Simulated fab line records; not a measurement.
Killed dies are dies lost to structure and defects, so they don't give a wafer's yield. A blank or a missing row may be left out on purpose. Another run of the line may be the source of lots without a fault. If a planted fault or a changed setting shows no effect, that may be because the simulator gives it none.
A struck lot beside a sound one | flow n5 finfet | 34 steps out of a route of 1938
Sound: wafers L671.1, L671.2, L671.4. Struck: wafers L663.3, L663.6. (L663.2 of the same lot was not struck and is left out.) The cause comes at the end.
Order at every step that has rows: each side's tool, ch and its chambers, its first start. Under that, the readings that differ: sound wafers | struck wafers | difference of the means | sigmas: that difference in standard deviations of wafers without a fault.
alike: words and numbers the same on both sides, and readings whose means are apart by under 2 such deviations; not compared: readings that were withheld, readings missing a value for some wafer, numbers with overlapping values and no deviation given by the record, and bounds like >300 which may hide the same value.
Wherever a step has rows on one side only, a row that says differs or no value, or a row with sigmas, the two part there. Non-overlapping numbers with no deviation appear without sigmas and do not part them. Lack of a reading on every wafer of one side parts them only where that side has two or more wafers.

first, 7 steps without rows for these wafers: N5_SD_ACTIVATION_RTA_00 (time 0 s); N5_SD_ACTIVATION_LSA_01 (time 0.0008 s); N5_ILD0_LINER_00 (material SiNx, target thk 4 nm, pulse time 1 s, purge time 2 s); N5_ILD0_FCVD_FILL_01 (material SiO2 flowable, target thk 200 nm, time 328.3 s); N5_ILD0_CURE_02 (time 1800 s); N5_ILD0_CMP_03 (polishes, stops on SiNx, t overpolish 1.9 s, target thk 197.38 nm); N5_ILD0_CMP_07 (polishes SiO2 flowable, stops on poly-Si, t overpolish 1.18 s, target thk 138.88 nm).
N5_ILD0_PRECLEAN_10: cleans in NF3:NH3, afs cycles 5, time 20 s, sublimation time 60 s.
  sound on remote plasma-02 ch 1, day 8 22:18; struck on remote plasma-01 ch 1, day 6 19:30
  reading                                              | sound           | struck        | difference | sigmas
  time s (s)                                           | 20 20 20        | 16.047 16.047 | -3.953     |
  model.SiO2_flowable_of_ILD0_FCVD_FILL_01.thk nm (nm) | 119.2 120.6 119 | 124 124       | +4         |
  alike: rf power w
then, 24 steps without rows for these wafers: N5_ILD0_ALD_15 (deposits SiNx, target thk 24 nm, pulse time 1 s, ald cycles 480); N5_ILD0_CMP_12 (polishes SiNx, stops on poly-Si, t overpolish 6 s, target thk 17.67 nm); N5_SDB_HM_DEP_00 (deposits SiNx from SiH4/NH3/N2, target thk 40 nm, time 35.3 s); N5_SDB_COAT_03 (time 60 s, resist thk 100 nm); N5_SDB_COAT_04 (time 60 s, resist thk 18 nm); N5_SDB_COAT_05 (resist thk 90 nm); N5_SDB_EBR_07; N5_SDB_SOFTBAKE_06 (time 60 s); N5_SDB_EXPOSE_08 (exposes mask SDB); N5_SDB_PEB_09 (peb time 60 s); N5_SDB_DEVELOP_10 (develop time 30 s); N5_SDB_DESCUM_16 (chemistry O2, time 7.9 s); N5_SDB_ETCH_17 (etches SiARC in CF4, target depth 23.4 nm, time 39 s); N5_SDB_ETCH_18 (etches SOC in N2/H2, target depth 100 nm, overetch 20 nm, time 150 s); N5_SDB_STRIP_19 (strips in N2/H2); N5_SDB_STRIP_21 (strips in CF4); N5_SDB_HM_OPEN_20 (chemistry CH3F/O2, target SiNx, stops on poly-Si, target depth 24 nm); N5_SDB_STRIP_22 (strips in N2/H2); N5_SDB_PRECLEAN_23 (cleans in dHF, time 30 s); N5_SDB_DUMMY_REMOVE_24 (chemistry TMAH, target poly-Si, stops on SiO2, target depth 142 nm, time 57 s, rinse time 30 s); N5_SDB_ETCH_25 (etches SiO2 in C4F6/O2, target depth 10 nm, time 3.3 s); N5_SDB_CUT_ETCH_26 (etches Si in HBr/Cl2/O2, target depth 129.6 nm, bt time 20 s, time 51.8 s); N5_SDB_PRECLEAN_38 (cleans in dHF, time 10 s); N5_SDB_PRECLEAN_39 (cleans in O3/DIW, time 45 s).
N5_MOL_CONTACT_COAG_WET_ETCH_116: etches the open film in SC1-inhibited, target depth 4.6 nm, rinse time 30 s.
  sound on wet bench-01 ch 3,5,7, day 10 07:22; struck on wet bench-05 ch 4,6, day 8 04:22
  reading                                              | sound         | struck      | difference | sigmas
  model.SiO2_flowable_of_ILD0_FCVD_FILL_01.thk nm (nm) | 111 112.6 111 | 115.6 115.4 | +4.0       |
-- here the record skips 3 days between the struck wafers' starts before and after, leaving off in module MOL_CONTACT_COAG and picking up in module BEOL_M4 (first step shown: number 1111 of the route) --
N5_BEOL_M4_RC_MEAS_101:
  sound on prober-01 ch 0, day 13 17:08; struck on prober-01 ch 0, day 10 23:34
  alike: DIBL_N, DIBL_P, IOFF_N, IOFF_P, ION_N, ION_P, SS_N, SS_P, VT_N, VT_P

## WHERE THEY PART
Nowhere in this record.

WHY: whatever the simulator had introduced
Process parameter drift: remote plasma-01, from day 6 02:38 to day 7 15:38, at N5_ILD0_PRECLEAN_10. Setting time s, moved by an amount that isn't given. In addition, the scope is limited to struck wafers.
